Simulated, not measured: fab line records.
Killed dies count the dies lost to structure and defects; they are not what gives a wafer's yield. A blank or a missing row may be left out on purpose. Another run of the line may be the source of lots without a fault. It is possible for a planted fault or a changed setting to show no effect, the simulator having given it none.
Which tool is to blame?	flow n5Finfet	24 lots with 72 wafers sampled at 6 steps, on a route of 1938 steps

## WHAT THE GAUGES SHOWED, per wafer
The record lacks any reading of a measuring or inspecting step that a usual standard deviation could be used to judge.

## WHAT TOOL EACH LOT RAN ON (gives the tool, then ch and the chambers of the sampled wafers, and finally the start)
lot	N5_BEOL_M14_ANNEAL_48	N5_BEOL_M15_TRENCH_ETCH_34	N5_BEOL_M15_STRIP_62	N5_BEOL_M15_SPUTTER_45	N5_BEOL_M15_CMP_49	N5_MIM_TOP_ALD_01
L075	rtpAnneal-02 ch 0, day 11 06:41	rieDiel-04 ch 1,3, day 11 09:46	rieDiel-04 ch 2,3, day 11 16:37 or earlier	pvdSputter-03, day 11 16:37	cmp-01 ch 0,1,3, day 11 17:22	aldHk-02 ch 0,2,3, no start
L074	rtpAnneal-01 ch 0, day 11 20:21	rieDiel-05 ch 1,3, day 11 23:46	rieDiel-01 ch 0,1,3, day 12 04:31 or earlier	pvdSputter-03, day 12 04:31	cmp-01 ch 0,3, day 12 05:13	aldHk-01 ch 1,2,3, no start
L076	rtpAnneal-01 ch 0, day 11 22:39	rieDiel-05 ch 0,2,3, day 12 02:20	rieDiel-04 ch 0,1,3, day 12 03:55 or earlier	pvdSputter-03, day 12 03:55	cmp-01 ch 1,2,3, day 12 04:40	aldHk-03 ch 0,2,3, no start
L077	rtpAnneal-01 ch 0, day 12 13:25	rieDiel-04 ch 0,1, day 12 17:01	rieDiel-01 ch 0,2,3, day 12 19:11 or earlier	pvdSputter-03, day 12 19:11	cmp-01 ch 1,2, day 12 19:51	aldHk-03 ch 0,1,3, no start
L078	rtpAnneal-02 ch 0, day 12 13:28	rieDiel-05 ch 0,1,3, day 12 17:19	rieDiel-05 ch 1,3, day 12 19:14 or earlier	pvdSputter-02, day 12 19:14	cmp-03 ch 0,1, day 12 19:56	aldHk-02 ch 0,2,3, no start
L080	rtpAnneal-01 ch 0, day 12 13:47	rieDiel-05 ch 0,3, day 12 17:47	rieDiel-05 ch 0,3, day 12 19:38 or earlier	pvdSputter-02, day 12 19:38	cmp-01 ch 0,2, day 12 20:18	aldHk-03 ch 0,2,3, no start
L079	rtpAnneal-02 ch 0, day 12 17:23	rieDiel-01 ch 0,1,2, day 12 21:07	rieDiel-05 ch 0,3, day 13 01:38 or earlier	pvdSputter-03, day 13 01:38	cmp-01 ch 0,1,3, day 13 02:25	aldHk-03 ch 0,3, no start
L081	rtpAnneal-02 ch 0, day 13 01:54	rieDiel-05 ch 0,2,3, day 13 04:49	rieDiel-01 ch 0,2, day 13 08:20 or earlier	pvdSputter-01, day 13 08:20	cmp-03 ch 1,3, day 13 09:01	aldHk-03 ch 1,2, no start
L082	rtpAnneal-02 ch 0, day 13 14:05	rieDiel-01 ch 1,2,3, day 13 17:53	rieDiel-01 ch 0,1,2, day 13 21:58 or earlier	pvdSputter-03, day 13 21:58	cmp-03 ch 0,1,2, day 13 22:40	aldHk-01 ch 0,1,2, no start
L085	rtpAnneal-02 ch 0, day 14 06:18	rieDiel-05 ch 2,3, day 14 09:31	rieDiel-01 ch 0,1,2, day 14 13:08 or earlier	pvdSputter-01, day 14 13:08	cmp-04 ch 0,1,2, day 14 13:50	aldHk-03 ch 1,2,3, no start
L084	rtpAnneal-01 ch 0, day 14 08:35	rieDiel-04 ch 0,1,3, day 14 11:56	rieDiel-05 ch 0,1,2, day 14 13:43 or earlier	pvdSputter-03, day 14 13:43	cmp-01 ch 1,3, day 14 14:33	aldHk-02 ch 1,2,3, no start
L083	rtpAnneal-01 ch 0, day 14 10:56	rieDiel-05 ch 1,2,3, day 14 14:27	rieDiel-04 ch 1,2, day 14 17:08 or earlier	pvdSputter-01, day 14 17:08	cmp-04 ch 2,3, day 14 17:47	aldHk-03 ch 1,2, no start
L086	rtpAnneal-01 ch 0, day 14 11:28	rieDiel-01 ch 1,2, day 14 14:50	rieDiel-01 ch 0,2, day 14 17:08 or earlier	pvdSputter-02, day 14 17:08	cmp-01 ch 2,3, day 14 17:47	aldHk-01 ch 0,2, no start
L087	rtpAnneal-01 ch 0, day 14 14:31	rieDiel-04 ch 0,2,3, day 14 17:43	rieDiel-05 ch 1,3, day 14 21:16 or earlier	pvdSputter-01, day 14 21:16	cmp-03 ch 0,1, day 14 22:08	aldHk-01 ch 1,2, no start
L088	rtpAnneal-01 ch 0, day 14 18:02	rieDiel-01 ch 0,2,3, day 14 21:16	rieDiel-05 ch 0,1, day 14 22:17 or earlier	pvdSputter-02, day 14 22:17	cmp-03 ch 1,2,3, day 14 23:34	aldHk-02 ch 1,2, no start
L091	rtpAnneal-01 ch 0, day 15 17:01	rieDiel-05 ch 0,1,2, day 15 20:14	rieDiel-04 ch 0,2,3, day 15 22:21 or earlier	pvdSputter-01, day 15 22:21	cmp-03 ch 0,1,2, day 15 23:01	aldHk-02 ch 0,1,2, no start
L089	rtpAnneal-02 ch 0, day 15 20:38	rieDiel-01 ch 0,2, day 15 23:39	rieDiel-04 ch 0,2,3, day 16 01:24 or earlier	pvdSputter-03, day 16 01:24	cmp-01 ch 0,3, day 16 02:05	aldHk-03 ch 0,1, no start
L090	rtpAnneal-02 ch 0, day 15 22:38	rieDiel-01 ch 0,1,2, day 16 01:43	rieDiel-05 ch 1,2,3, day 16 04:13 or earlier	pvdSputter-02, day 16 04:13	cmp-03 ch 1,2,3, day 16 05:03	aldHk-01 ch 0,3, no start
L093	rtpAnneal-01 ch 0, day 16 02:26	rieDiel-04 ch 1,2,3, day 16 05:37	rieDiel-05 ch 0,1,3, day 16 10:15 or earlier	pvdSputter-01, day 16 10:15	cmp-04 ch 0,1,3, day 16 11:47	aldHk-03 ch 0,2,3, no start
L092	rtpAnneal-02 ch 0, day 16 09:10	rieDiel-01 ch 0,1,3, day 16 12:05	rieDiel-01 ch 0,2,3, day 16 14:30 or earlier	pvdSputter-01, day 16 14:30	cmp-01 ch 0,1,3, day 16 15:10	aldHk-02 ch 0,1,2, no start
L095	rtpAnneal-02 ch 0, day 16 23:56	rieDiel-05 ch 1,2, day 17 03:31	rieDiel-04 ch 0,1,2, day 17 06:05 or earlier	pvdSputter-01, day 17 06:05	cmp-01 ch 1,2,3, day 17 06:51	aldHk-03 ch 0,1,3, no start
L094	rtpAnneal-02 ch 0, day 17 00:07	rieDiel-01 ch 0,1, day 17 03:44	rieDiel-01 ch 1,3, day 17 06:43 or earlier	pvdSputter-01, day 17 06:43	cmp-03 ch 0,1, day 17 07:23	aldHk-02 ch 0,1, no start
L096	rtpAnneal-02 ch 0, day 17 06:28	rieDiel-01 ch 0,2,3, day 17 09:33	rieDiel-05 ch 0,2, day 17 14:48 or earlier	pvdSputter-02, day 17 14:48	cmp-03 ch 1,2,3, day 17 16:11	aldHk-02 ch 0,1,3, no start
L097	rtpAnneal-02 ch 0, day 17 08:29	rieDiel-05 ch 0,1,2, day 17 11:41	rieDiel-01 ch 1,2,3, day 17 14:29 or earlier	pvdSputter-02, day 17 14:29	cmp-01 ch 0,1,3, day 17 15:56	aldHk-03 ch 0,2,3, no start
- N5_BEOL_M14_ANNEAL_48: time 90 s.
- N5_BEOL_M15_TRENCH_ETCH_34: etches SiO2 in C4F8/O2/Ar, target depth 872.93 nm, time 199 s.
- N5_BEOL_M15_STRIP_62: strips in O2.
- N5_BEOL_M15_SPUTTER_45: material Cu, target thk 100 nm, time 16.67 s.
- N5_BEOL_M15_CMP_49: polishes, stops on SiO2, t overpolish 4.9 s, target thk 850 nm.
- N5_MIM_TOP_ALD_01: deposits HfO2, target thk 5.6 nm, pulse time 1 s, purge time 3 s.

## WHAT THE TOOLS THEMSELVES READ (means of the sampled wafers that have a number; where no wafer has one, the mark that the record gives instead)
N5_BEOL_M14_ANNEAL_48. Usual: wafer_temp_C_max 225.82, standard deviation 0.23.
lot	tool	wafer_temp_C_max	flag
L075	rtpAnneal-02	225.56	
L074	rtpAnneal-01	226.10	
L076	rtpAnneal-01	225.85	
L077	rtpAnneal-01	226.11	
L078	rtpAnneal-02	225.66	
L080	rtpAnneal-01	226.01	
L079	rtpAnneal-02	225.72	
L081	rtpAnneal-02	225.69	
L082	rtpAnneal-02	225.78	
L085	rtpAnneal-02	225.73	
L084	rtpAnneal-01	225.77	
L083	rtpAnneal-01	225.70	
L086	rtpAnneal-01	225.94	
L087	rtpAnneal-01	225.84	
L088	rtpAnneal-01	225.76	
L091	rtpAnneal-01	225.74	
L089	rtpAnneal-02	225.67	
L090	rtpAnneal-02	225.79	
L093	rtpAnneal-01	226.05	
L092	rtpAnneal-02	225.82	
L095	rtpAnneal-02	225.90	
L094	rtpAnneal-02	225.44	
L096	rtpAnneal-02	226.06	
L097	rtpAnneal-02	225.81	

N5_BEOL_M15_TRENCH_ETCH_34. Usual: drypumpMotorCurrentA 5.8 A, standard deviation 0.5; oesProductAu 0.78 a.u., standard deviation 0.067; rfVppV 2222 V, standard deviation 47; showerheadPlenumPTorr 3.44 Torr, standard deviation 0.089; throttleValvePct 31.0 %, standard deviation 0.37.
lot	tool	drypumpMotorCurrentA (A)	oesProductAu (a.u.)	rfVppV (V)	showerheadPlenumPTorr (Torr)	throttleValvePct (%)	flag
L075	rieDiel-04	5.5	0.82	2175	3.48	30.8	
L074	rieDiel-05	6.1	0.76	2168	3.41	31.4	
L076	rieDiel-05	5.7	0.75	2216	3.49	31.0	
L077	rieDiel-04	6.2	0.88	2234	3.49	30.9	
L078	rieDiel-05	5.9	0.75	2214	3.44	31.2	
L080	rieDiel-05	5.9	0.77	2247	3.54	30.9	
L079	rieDiel-01	5.9	0.85	2253	3.47	30.8	
L081	rieDiel-05	5.7	0.75	2215	3.48	31.0	
L082	rieDiel-01	5.4	0.84	2237	3.43	30.9	
L085	rieDiel-05	5.9	0.75	2168	3.44	31.3	
L084	rieDiel-04	5.8	0.85	2224	3.48	30.7	
L083	rieDiel-05	5.8	0.72	2183	3.38	31.2	
L086	rieDiel-01	5.4	0.83	2240	3.42	30.7	
L087	rieDiel-04	6.1	0.84	2238	3.44	31.0	
L088	rieDiel-01	5.8	0.82	2249	3.47	31.1	
L091	rieDiel-05	5.6	0.72	2228	3.42	30.9	
L089	rieDiel-01	5.8	0.83	2262	3.43	31.1	
L090	rieDiel-01	5.9	0.82	2252	3.46	30.8	
L093	rieDiel-04	5.8	0.76	2189	3.42	31.1	
L092	rieDiel-01	5.8	0.80	2239	3.49	30.8	
L095	rieDiel-05	5.4	0.70	2196	3.36	31.0	
L094	rieDiel-01	5.9	0.79	2241	3.48	30.5	
L096	rieDiel-01	5.7	0.81	2249	3.46	31.1	
L097	rieDiel-05	5.6	0.71	2227	3.41	31.0	

N5_BEOL_M15_STRIP_62. Usual: drypumpMotorCurrentA 5.8 A, standard deviation 0.51; oesProductAu 0.79 a.u., standard deviation 0.068; rfVppV 3.6 V, standard deviation 0.47; showerheadPlenumPTorr 2.10 Torr, standard deviation 0.068; tempC 60.00 C, standard deviation 0.12; throttleValvePct 16.67 %, standard deviation 0.27.
lot	tool	drypumpMotorCurrentA (A)	oesProductAu (a.u.)	rfVppV (V)	showerheadPlenumPTorr (Torr)	tempC (C)	throttleValvePct (%)	flag
L075	rieDiel-04	5.8	0.87	3.7	2.08	60.03	16.38	
L074	rieDiel-01	5.8	0.84	3.5	2.16	59.95	16.59	
L076	rieDiel-04	5.8	0.90	3.6	2.13	60.03	16.42	
L077	rieDiel-01	5.7	0.84	3.5	2.13	59.93	16.70	
L078	rieDiel-05	6.0	0.73	3.2	2.03	60.02	16.98	
L080	rieDiel-05	6.1	0.77	3.5	2.13	60.00	16.83	
L079	rieDiel-05	6.1	0.77	4.1	2.13	60.04	16.84	
L081	rieDiel-01	6.2	0.84	3.7	2.15	60.01	16.63	
L082	rieDiel-01	5.8	0.84	3.7	2.12	59.99	16.54	
L085	rieDiel-01	5.8	0.84	3.5	2.12	60.02	16.55	
L084	rieDiel-05	5.6	0.73	3.3	2.08	59.90	16.67	
L083	rieDiel-04	5.9	0.72	3.7	2.07	60.03	16.86	
L086	rieDiel-01	6.3	0.84	3.7	2.15	60.02	16.66	
L087	rieDiel-05	6.1	0.74	3.3	2.06	60.02	17.04	
L088	rieDiel-05	5.7	0.73	4.0	2.12	59.98	16.64	
L091	rieDiel-04	6.1	0.83	3.3	2.08	60.08	16.54	
L089	rieDiel-04	6.1	0.82	3.5	2.08	60.06	16.54	
L090	rieDiel-05	5.8	0.72	3.6	2.05	60.00	16.89	
L093	rieDiel-05	5.9	0.73	3.5	2.09	60.09	16.86	
L092	rieDiel-01	5.7	0.81	3.3	2.12	60.08	16.74	
L095	rieDiel-04	6.2	0.76	3.7	2.07	60.01	16.78	
L094	rieDiel-01	5.4	0.80	3.2	2.11	59.88	16.56	
L096	rieDiel-05	5.5	0.73	3.3	2.14	59.97	16.53	
L097	rieDiel-01	5.3	0.81	3.6	2.09	60.01	16.66	

N5_BEOL_M15_SPUTTER_45. Usual: cathodeDcPowerW 26000 W, standard deviation 4.7; chamberPressurePa 0.12998 Pa, standard deviation 0.00027; chuckSensorTempC -15.7 C, standard deviation 0.47; throttleValvePct 30.3 %, standard deviation 0.92.
lot	tool	cathodeDcPowerW (W)	chamberPressurePa (Pa)	chuckSensorTempC (C)	throttleValvePct (%)	flag
L075	pvdSputter-03	26002	0.13000	-15.7	30.5	
L074	pvdSputter-03	25999	0.13022	-16.1	30.7	
L076	pvdSputter-03	25998	0.13006	-16.0	30.7	
L077	pvdSputter-03	25997	0.12994	-16.0	30.8	
L078	pvdSputter-02	25997	0.12990	-15.4	29.7	
L080	pvdSputter-02	25997	0.13008	-15.6	29.6	
L079	pvdSputter-03	26002	0.13000	-15.8	30.5	
L081	pvdSputter-01	25998	0.12990	-15.9	30.3	
L082	pvdSputter-03	25998	0.13011	-16.1	29.8	
L085	pvdSputter-01	26000	0.13015	-15.5	30.8	
L084	pvdSputter-03	25999	0.12978	-15.9	30.7	
L083	pvdSputter-01	26000	0.12986	-15.9	30.2	
L086	pvdSputter-02	25999	0.13006	-15.5	29.6	
L087	pvdSputter-01	25999	0.13011	-15.9	30.8	
L088	pvdSputter-02	25994	0.12991	-15.7	29.7	
L091	pvdSputter-01	26008	0.12987	-15.5	30.2	
L089	pvdSputter-03	26003	0.12986	-15.5	31.1	
L090	pvdSputter-02	25999	0.12990	-15.7	29.5	
L093	pvdSputter-01	25999	0.13010	-16.0	31.7	
L092	pvdSputter-01	26000	0.12959	-15.6	31.1	
L095	pvdSputter-01	26001	0.13027	-16.1	31.2	
L094	pvdSputter-01	26002	0.13001	-16.1	31.5	
L096	pvdSputter-02	26001	0.12997	-15.8	29.2	
L097	pvdSputter-02	25999	0.12999	-15.7	29.6	

N5_BEOL_M15_CMP_49. Usual: barrierFieldEndpointS 11.45 s, standard deviation 0.27; motorCurrentA 8.9 A, standard deviation 1.1; overpolishRunS 4.899 s, standard deviation 0.0094.
lot	tool	barrierFieldEndpointS (s)	motorCurrentA (A)	overpolishRunS (s)	flag
L075	cmp-01	11.10	9.3	4.890	
L074	cmp-01	11.03	9.1	4.907	
L076	cmp-01	11.36	9.3	4.884	
L077	cmp-01	11.40	9.0	4.889	
L078	cmp-03	11.21	9.1	4.902	
L080	cmp-01	11.43	9.4	4.902	
L079	cmp-01	11.21	9.7	4.903	
L081	cmp-03	11.40	9.6	4.896	
L082	cmp-03	11.57	8.7	4.897	
L085	cmp-04	11.82	8.8	4.899	
L084	cmp-01	11.19	9.0	4.903	
L083	cmp-04	11.81	9.1	4.911	
L086	cmp-01	11.43	8.8	4.895	
L087	cmp-03	11.63	9.4	4.906	
L088	cmp-03	11.68	8.5	4.898	
L091	cmp-03	11.44	8.6	4.884	
L089	cmp-01	11.36	9.7	4.901	
L090	cmp-03	11.20	8.7	4.899	
L093	cmp-04	11.62	9.2	4.898	
L092	cmp-01	11.27	9.7	4.907	
L095	cmp-01	11.56	9.0	4.896	
L094	cmp-03	11.67	9.0	4.903	
L096	cmp-03	11.65	8.5	4.906	
L097	cmp-01	11.39	9.5	4.896	

N5_MIM_TOP_ALD_01. Usual: precursorPulseHeightRel 1.002, standard deviation 0.021.
lot	tool	precursorPulseHeightRel	flag
L075	aldHk-02	0.987	
L074	aldHk-01	1.000	
L076	aldHk-03	1.004	
L077	aldHk-03	1.015	
L078	aldHk-02	1.013	
L080	aldHk-03	0.996	
L079	aldHk-03	0.999	
L081	aldHk-03	1.012	
L082	aldHk-01	1.031	
L085	aldHk-03	1.003	
L084	aldHk-02	1.017	
L083	aldHk-03	0.981	
L086	aldHk-01	1.004	
L087	aldHk-01	1.002	
L088	aldHk-02	1.012	
L091	aldHk-02	1.003	
L089	aldHk-03	0.999	
L090	aldHk-01	1.010	
L093	aldHk-03	1.003	
L092	aldHk-02	0.999	
L095	aldHk-03	0.995	
L094	aldHk-02	0.986	
L096	aldHk-02	1.007	
L097	aldHk-03	1.007	

## THE ANSWER, worked out from the rows above alone
Rule: a lot is off if the mean of its wafers that have a number lies more than 3 standard deviations from the usual mean. Also off: a lot with no number at a reading for which 4 or more lots have one. Where the step has rows for the other lots, those lots are counted as sound. First the gauges in route order, then the tools' own readings, where a lot's mean is used as printed above. At the first step where some lot is off, the reading lying furthest off is the one used; lots without a number count as furthest.
Nothing can be told from this: no lot is off at any reading shown.

## WHAT THE SIMULATOR HAD INSERTED
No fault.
